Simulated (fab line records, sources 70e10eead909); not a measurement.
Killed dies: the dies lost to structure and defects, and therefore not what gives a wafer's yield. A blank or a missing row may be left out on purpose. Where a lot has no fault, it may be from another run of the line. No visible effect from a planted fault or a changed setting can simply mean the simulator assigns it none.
Chamber matching | flow nand_harc | 4 sister chambers for NHARC_A_BLC_ALD_23 on ald_metal-04
The step deposits TiN, target thk 3 nm, pulse time 1 s, ald cycles 150. 8 wafers are shown with their chamber, then 7 later ones without.

WAFERS WITH THEIR CHAMBER
wafer  | chamber | heater_power_w (W) | precursor_pulse_height_rel
L076.5 | 1       | 1085               | 0.970
L081.1 | 1       | 1083               | 1.021
L081.3 | 0       | 1162               | 0.965
L088.1 | 2       | 906                | 1.037
L088.3 | 3       | 1255               | 1.000
L088.5 | 3       | 1246               | 0.997
L091.2 | 0       | 1205               | 0.992
L091.5 | 2       | 940                | 1.006

WAFERS WITH NO CHAMBER GIVEN
wafer  | heater_power_w (W) | precursor_pulse_height_rel
L091.6 | 1143               | 0.988
L094.3 | 1107               | 0.998
L094.5 | 1102               | 1.022
L094.6 | 937                | 1.000
L096.2 | 1089               | 0.995
L096.5 | 1126               | 1.024
L096.6 | 928                | 1.011

CHAMBER TAKEN BY EACH
wafer  | from the rows above     | in truth
L091.6 | can't be placed: 0 or 1 | 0
L094.3 | 1                       | 1
L094.5 | 1                       | 1
L094.6 | 2                       | 2
L096.2 | 1                       | 1
L096.5 | can't be placed: 1 or 0 | 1
L096.6 | 2                       | 2
Correct placement for 5 of the 7. Can't be placed from these rows: 2 (the true chamber is among the candidates in 2). 0 placed wrongly.
How it was worked out, from the rows above alone: a wafer's distance from a chamber is the root of the sum, over the readings, of the square of ((its reading less the chamber's mean) divided by the reading's scatter). The wafer belongs to the nearest chamber; if the next one is less than 2 further off, it can't be placed. The mean given for a chamber averages the wafers shown for that chamber. The scatter: take each reading less its chamber's mean, square it, sum over the shown wafers, divide by the number of wafers less the number of chambers, and take the root.
